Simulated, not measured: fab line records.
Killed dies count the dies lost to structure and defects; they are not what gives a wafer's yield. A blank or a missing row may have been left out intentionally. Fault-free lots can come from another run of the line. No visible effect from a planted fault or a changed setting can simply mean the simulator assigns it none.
fab line records | flow nandHarc
record: lots: 6 | wafers: 18 | lastDay: 33
route steps=1302 shown A_ONON_D2@552
lots untouched by any fault: they come from a run of this same line in which no faults occurred
startH: the number of hours between the record's first day and the start of the first shown wafer of the lot | waitH: hours since the lot's step before | " identical to the entry in the row above | L1.1+2: a single row standing in for several wafers | - value missing, or start not given | * or withheld: withheld | < > ~ a bound
route shown NAME@n: a module of which the file shows steps, and the number in the route of the first | usual: mean and standard deviation over wafers with no fault | same: alike in all rows | chamber/n: place in a boat | sites: the reading at each site | _std_site: the values' standard deviation | _edge_site: inner sites' mean taken away from outer sites' mean | radiusMm: how far each site lies from the wafer's centre | mask NAME#n: copy n | behind: the tool/chamber that last shaped the wafer | hold: cause of the lot's hold/its duration in hours/its outcome | device: names the non-switching transistor (n, p or np) | end of line: the tests these same wafers got at the end of their route | step lacking rows: just its recipe | killed: dies lost to structure and defects at the first sort, not the wafer's yield | map: a wafer's dies, marking killed ones x, the rest . and places with no die _
set.NAME: the setting the step ran with; set.NAME@STEP: the setting that earlier step ran with | model.NAME: the simulator's own value behind a step, which no gauge read
certain route steps with their lots: each step a table, each wafer a row
services: a tool's chamber out of use, with start hour (startH, from the record's first day; less than 0 if before it), hours out, and reason
== steps ==
step: NHARC_A_ONON_D2_THK_MEAS_11
recipe: thkMeasGauge: ellipsometry
usual: thkNm: 1000/8.6
lot.wafer | tool         | chamber | startH | waitH | thkNm
L890.3    | filmMetro-02 | -       | 303.78 | -     | 1005
L890.5    | "            | -       | "      | "     | 1005
L890.6    | "            | -       | "      | "     | 1006
L889.2    | filmMetro-01 | -       | 303.80 | -     | 1004
L889.5    | "            | -       | "      | "     | 1004
L889.6    | "            | -       | "      | "     | 1002
L897.3    | filmMetro-01 | -       | 378.54 | -     | 1019
L897.4    | "            | -       | "      | "     | 1019
L897.5    | "            | -       | "      | "     | 1019
L903.2    | filmMetro-01 | -       | 443.74 | -     | 994
L903.4    | "            | -       | "      | "     | 993
L903.5    | "            | -       | "      | "     | 995
L907.1    | filmMetro-01 | -       | 472.13 | -     | 999
L907.2    | "            | -       | "      | "     | 999
L907.4    | "            | -       | "      | "     | 998
L909.1    | filmMetro-01 | -       | 501.29 | -     | 998
L909.3    | "            | -       | "      | "     | 997
L909.5    | "            | -       | "      | "     | 999
step: NHARC_A_ONON_D2_DEP_12
recipe: targetThkA: 10000 | n2FlowSccm: 2750 | n2oFlowSccm: 2000 | nh3FlowSccm: 500 | sih4FlowSccm: 210 | tempC: 400
step: NHARC_A_ONON_D2_THK_MEAS_14
recipe: thkMeasGauge: ellipsometry
usual: thkNm: 999/9.5
lot.wafer | tool         | chamber | startH | waitH | thkNm
L890.3    | filmMetro-01 | -       | 304.34 | -     | 1003
L890.5    | "            | -       | "      | "     | 1001
L890.6    | "            | -       | "      | "     | 1003
L889.2    | filmMetro-02 | -       | 304.36 | -     | 1011
L889.5    | "            | -       | "      | "     | 1010
L889.6    | "            | -       | "      | "     | 1008
L897.3    | filmMetro-01 | -       | 379.10 | -     | 997
L897.4    | "            | -       | "      | "     | 998
L897.5    | "            | -       | "      | "     | 999
L903.2    | filmMetro-01 | -       | 444.31 | -     | 986
L903.4    | "            | -       | "      | "     | 989
L903.5    | "            | -       | "      | "     | 986
L907.1    | filmMetro-02 | -       | 472.70 | -     | 996
L907.2    | "            | -       | "      | "     | 995
L907.4    | "            | -       | "      | "     | 997
L909.1    | filmMetro-01 | -       | 501.86 | -     | 994
L909.3    | "            | -       | "      | "     | 997
L909.5    | "            | -       | "      | "     | 995
step: NHARC_A_ONON_D2_ANNEAL_15
recipe: tempC: 750 | timeS: 3600
step: NHARC_A_ONON_D2_DEP_16
recipe: targetThkA: 10000 | n2FlowSccm: 2750 | n2oFlowSccm: 2000 | nh3FlowSccm: 500 | sih4FlowSccm: 210 | tempC: 400
step: NHARC_A_ONON_D2_THK_MEAS_18
recipe: thkMeasGauge: ellipsometry
usual: thkNm: 1002/9.4
lot.wafer | tool         | chamber | startH | waitH | thkNm
L890.3    | filmMetro-02 | -       | 312.05 | -     | 1000
L890.5    | "            | -       | "      | "     | 1000
L890.6    | "            | -       | "      | "     | 1001
L889.2    | filmMetro-01 | -       | 312.05 | -     | 999
L889.5    | "            | -       | "      | "     | 999
L889.6    | "            | -       | "      | "     | 997
L897.3    | filmMetro-01 | -       | 389.21 | -     | 1016
L897.4    | "            | -       | "      | "     | 1015
L897.5    | "            | -       | "      | "     | 1018
L903.2    | filmMetro-01 | -       | 452.02 | -     | 1006
L903.4    | "            | -       | "      | "     | 1005
L903.5    | "            | -       | "      | "     | 1008
L907.1    | filmMetro-01 | -       | 480.39 | -     | 997
L907.2    | "            | -       | "      | "     | 999
L907.4    | "            | -       | "      | "     | 996
L909.1    | filmMetro-02 | -       | 509.00 | -     | 995
L909.3    | "            | -       | "      | "     | 994
L909.5    | "            | -       | "      | "     | 995
step: NHARC_A_ONON_D2_DEP_19
recipe: targetThkA: 10000 | n2FlowSccm: 2750 | n2oFlowSccm: 2000 | nh3FlowSccm: 500 | sih4FlowSccm: 210 | tempC: 400
step: NHARC_A_ONON_D2_THK_MEAS_21
recipe: thkMeasGauge: ellipsometry
usual: thkNm: 994/12
lot.wafer | tool         | chamber | startH | waitH | thkNm
L890.3    | filmMetro-01 | -       | 312.61 | -     | 999
L890.5    | "            | -       | "      | "     | 1002
L890.6    | "            | -       | "      | "     | 999
L889.2    | filmMetro-02 | -       | 312.62 | -     | 1004
L889.5    | "            | -       | "      | "     | 1001
L889.6    | "            | -       | "      | "     | 1002
L897.3    | filmMetro-01 | -       | 389.78 | -     | 973
L897.4    | "            | -       | "      | "     | 976
L897.5    | "            | -       | "      | "     | 978
L903.2    | filmMetro-02 | -       | 452.59 | -     | 1009
L903.4    | "            | -       | "      | "     | 1009
L903.5    | "            | -       | "      | "     | 1009
L907.1    | filmMetro-01 | -       | 480.95 | -     | 1004
L907.2    | "            | -       | "      | "     | 1004
L907.4    | "            | -       | "      | "     | 1003
L909.1    | filmMetro-02 | -       | 509.57 | -     | 991
L909.3    | "            | -       | "      | "     | 989
L909.5    | "            | -       | "      | "     | 991
step: NHARC_A_ONON_D2_DEP_22
recipe: targetThkA: 10000 | n2FlowSccm: 2750 | n2oFlowSccm: 2000 | nh3FlowSccm: 500 | sih4FlowSccm: 210 | tempC: 400
step: NHARC_A_ONON_D2_THK_MEAS_24
recipe: thkMeasGauge: ellipsometry
usual: thkNm: 1002/8.2
lot.wafer | tool         | chamber | startH | waitH | thkNm
L890.3    | filmMetro-02 | -       | 313.17 | -     | 995
L890.5    | "            | -       | "      | "     | 994
L890.6    | "            | -       | "      | "     | 995
L889.2    | filmMetro-01 | -       | 313.18 | -     | 1016
L889.5    | "            | -       | "      | "     | 1016
L889.6    | "            | -       | "      | "     | 1016
L897.3    | filmMetro-02 | -       | 390.37 | -     | 1012
L897.4    | "            | -       | "      | "     | 1009
L897.5    | "            | -       | "      | "     | 1009
L903.2    | filmMetro-01 | -       | 453.16 | -     | 998
L903.4    | "            | -       | "      | "     | 1000
L903.5    | "            | -       | "      | "     | 999
L907.1    | filmMetro-01 | -       | 481.54 | -     | 1006
L907.2    | "            | -       | "      | "     | 1007
L907.4    | "            | -       | "      | "     | 1007
L909.1    | filmMetro-02 | -       | 510.15 | -     | 1002
L909.3    | "            | -       | "      | "     | 998
L909.5    | "            | -       | "      | "     | 1000
step: NHARC_A_ONON_D2_DEP_25
recipe: targetThkA: 10000 | n2FlowSccm: 2750 | n2oFlowSccm: 2000 | nh3FlowSccm: 500 | sih4FlowSccm: 210 | tempC: 400
step: NHARC_A_ONON_D2_THK_MEAS_27
recipe: thkMeasGauge: ellipsometry
usual: thkNm: 1002/8.6
lot.wafer | tool         | chamber | startH | waitH | thkNm
L890.3    | filmMetro-02 | -       | 313.74 | -     | 993
L890.5    | "            | -       | "      | "     | 991
L890.6    | "            | -       | "      | "     | 993
L889.2    | filmMetro-01 | -       | 313.75 | -     | 998
L889.5    | "            | -       | "      | "     | 999
L889.6    | "            | -       | "      | "     | 1000
L897.3    | filmMetro-02 | -       | 390.95 | -     | 989
L897.4    | "            | -       | "      | "     | 992
L897.5    | "            | -       | "      | "     | 989
L903.2    | filmMetro-02 | -       | 453.74 | -     | 992
L903.4    | "            | -       | "      | "     | 994
L903.5    | "            | -       | "      | "     | 994
L907.1    | filmMetro-02 | -       | 482.11 | -     | 1011
L907.2    | "            | -       | "      | "     | 1010
L907.4    | "            | -       | "      | "     | 1011
L909.1    | filmMetro-01 | -       | 510.72 | -     | 1005
L909.3    | "            | -       | "      | "     | 1004
L909.5    | "            | -       | "      | "     | 1003
step: NHARC_A_ONON_D2_DEP_28
recipe: targetThkA: 10000 | n2FlowSccm: 2750 | n2oFlowSccm: 2000 | nh3FlowSccm: 500 | sih4FlowSccm: 210 | tempC: 400
lot.wafer  | tool         | chamber | startH | waitH
L889.2+5+6 | pecvdOnon-02 | 0       | 313.86 | 0.1
L890.3+5+6 | pecvdOnon-01 | 0       | 313.91 | 0.2
L897.3+4+5 | pecvdOnon-04 | 0       | 391.12 | 0.2
L903.2+4+5 | pecvdOnon-04 | 0       | 453.85 | 0.1
L907.1+2+4 | pecvdOnon-04 | 0       | 482.16 | 0.1
L909.1+3+5 | pecvdOnon-02 | 0       | 510.77 | 0.1
step: NHARC_A_ONON_D2_THK_MEAS_30
recipe: thkMeasGauge: ellipsometry
usual: thkNm: 999/9.5
lot.wafer | tool         | chamber | startH | waitH | hold                    | thkNm
L890.3    | filmMetro-02 | -       | 314.30 | -     | -                       | 1004
L890.5    | "            | -       | "      | "     | -                       | 1001
L890.6    | "            | -       | "      | "     | -                       | 1003
L889.2    | filmMetro-02 | -       | 314.32 | -     | -                       | 1001
L889.5    | "            | -       | "      | "     | -                       | 1002
L889.6    | "            | -       | "      | "     | -                       | 1002
L897.3    | filmMetro-01 | -       | 391.52 | -     | -                       | 980
L897.4    | "            | -       | "      | "     | -                       | 979
L897.5    | "            | -       | "      | "     | -                       | 978
L903.2    | filmMetro-01 | -       | 454.30 | -     | awaitDispo/0.2h/release | 1493
L903.4    | "            | -       | "      | "     | awaitDispo/0.2h/release | 1494
L903.5    | "            | -       | "      | "     | awaitDispo/0.2h/release | 998
L903.2    | filmMetro-01 | -       | 454.47 | 0.2   | -                       | 1495
L903.4    | "            | -       | "      | "     | -                       | 1493
L903.5    | "            | -       | "      | "     | -                       | 997
L907.1    | filmMetro-02 | -       | 482.68 | -     | awaitDispo/0.2h/release | 1023
L907.2    | "            | -       | "      | "     | awaitDispo/0.2h/release | 1520
L907.4    | "            | -       | "      | "     | awaitDispo/0.2h/release | 1519
L907.1    | filmMetro-02 | -       | 482.85 | 0.2   | -                       | 1021
L907.2    | "            | -       | "      | "     | -                       | 1519
L907.4    | "            | -       | "      | "     | -                       | 1519
L909.1    | filmMetro-02 | -       | 511.28 | -     | -                       | 1002
L909.3    | "            | -       | "      | "     | -                       | 1000
L909.5    | "            | -       | "      | "     | -                       | 1003
step: NHARC_A_ONON_D2_DEP_33
recipe: targetThkA: 2000 | tempC: 400 | pressureTorr: 6.5 | rfW: 900 | teosFlowSccm: 161.4 | flowSccm: 2650 | targetThkNm: 200 | gas: O2 | material: SiO2
usual: heaterPowerW: 562/86 | throttleValvePct: 15.8/0.44
lot.wafer | tool     | chamber | startH | waitH | hold                    | heaterPowerW | throttleValvePct
L889.2    | pecvd-02 | 1       | 314.37 | 0.1   | -                       | 624          | 15.9
L889.5    | "        | 1       | "      | "     | -                       | 603          | 15.7
L889.6    | "        | 0       | "      | "     | -                       | 471          | 15.4
L890.3    | pecvd-03 | 1       | 314.45 | 0.1   | -                       | 571          | 16.2
L890.6    | "        | 2       | "      | "     | -                       | 673          | 15.9
L890.5    | "        | 1       | "      | "     | -                       | 442          | 16.4
L897.3    | pecvd-01 | 0       | 391.62 | 0.1   | -                       | 678          | 15.8
L897.5    | "        | 2       | "      | "     | -                       | 442          | 16.2
L897.4    | "        | 1       | "      | "     | -                       | 563          | 15.0
L903.2    | pecvd-02 | 1       | 458.54 | 4.1   | awaitDispo/3.4h/release | 532          | 15.4
L903.4    | "        | 0       | "      | "     | awaitDispo/3.4h/release | 559          | 14.9
L903.5    | "        | 1       | "      | "     | awaitDispo/3.4h/release | 556          | 15.6
L907.1    | pecvd-02 | 0       | 483.33 | 0.5   | awaitDispo/0.4h/release | 615          | 15.2
L907.2    | "        | 2       | "      | "     | awaitDispo/0.4h/release | 377          | 15.9
L907.4    | "        | 0       | "      | "     | awaitDispo/0.4h/release | 618          | 15.0
L909.3    | pecvd-01 | 1       | 511.34 | 0.1   | -                       | 560          | 15.1
L909.1    | "        | 0       | "      | "     | -                       | 656          | 16.4
L909.5    | "        | 1       | "      | "     | -                       | 580          | 15.2
== services ==
tool         | chamber | startH | hours | kind
pecvd-01     | -       | 311.00 | 13.0  | pm
pecvd-01     | 0       | 311.00 | 13.0  | ventCycle
pecvdOnon-04 | -       | 311.39 | 13.0  | pm
pecvd-03     | -       | 331.71 | 3.2   | repair
pecvd-01     | 2       | 347.48 | 6.3   | repair
pecvdOnon-02 | -       | 366.00 | 13.0  | pm
pecvd-03     | -       | 366.04 | 13.0  | pm
pecvd-02     | -       | 397.47 | 0.5   | repair
pecvdOnon-02 | -       | 401.06 | 0.1   | repair
pecvd-03     | 0       | 401.75 | 127.9 | repair
pecvd-02     | -       | 408.27 | 13.0  | pm
pecvd-02     | 0       | 408.27 | 13.0  | ventCycle
pecvd-02     | 1       | 408.27 | 13.0  | ventCycle
pecvd-02     | 2       | 408.27 | 13.0  | ventCycle
pecvd-02     | 0       | 421.27 | -     | clean
pecvd-02     | 1       | 421.27 | -     | clean
pecvd-02     | 2       | 421.27 | -     | clean
pecvd-03     | 2       | 442.18 | 7.8   | repair
pecvdOnon-01 | -       | 450.24 | 13.0  | pm
pecvd-02     | -       | 470.78 | 3.1   | repair
pecvdOnon-04 | -       | 475.39 | 2.4   | repair
pecvd-01     | -       | 492.00 | 13.0  | pm
pecvdOnon-04 | -       | 492.39 | 13.0  | pm
pecvd-03     | -       | 493.14 | 3.2   | repair
== key ==
firstSign: step: NHARC_A_ONON_D2_THK_MEAS_30 | reading: visit | direction: added
effect: step: NHARC_A_ONON_D2_THK_MEAS_30 | reading: thkNm | direction: up | sigmas: 54 | usual: 999 | struck: 1506
metAt NHARC_A_ONON_D2_DEP_28
struckWafers L903.2,L903.4,L907.2,L907.4
sortLeftOut L903.2,L903.4,L907.2,L907.4
testerLeftOut L903,L907
onsetBetween 391.12 453.85
fault: kind: processParameterDrift | tool: pecvdOnon-04 | chamber: - | onsetH: 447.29 | steps: NHARC_A_ONON_D2_DEP_28 | channel: targetThkA | offset: * | shape: step | endH: 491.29 | scope: struckWafersOnly | actsIn: * | stated: *
testerLeftOut: of these lots the tester's yield and bins aren't shown, on N5 and GAA mostly nor the transistor test; their killed dies are dies lost to structure and defects alone, not to doping, threshold or leakage, so they don't give the yield
sortLeftOut: the simulated sort isn't trusted on such a fault, so these wafers' sort isn't shown, and their yield isn't known
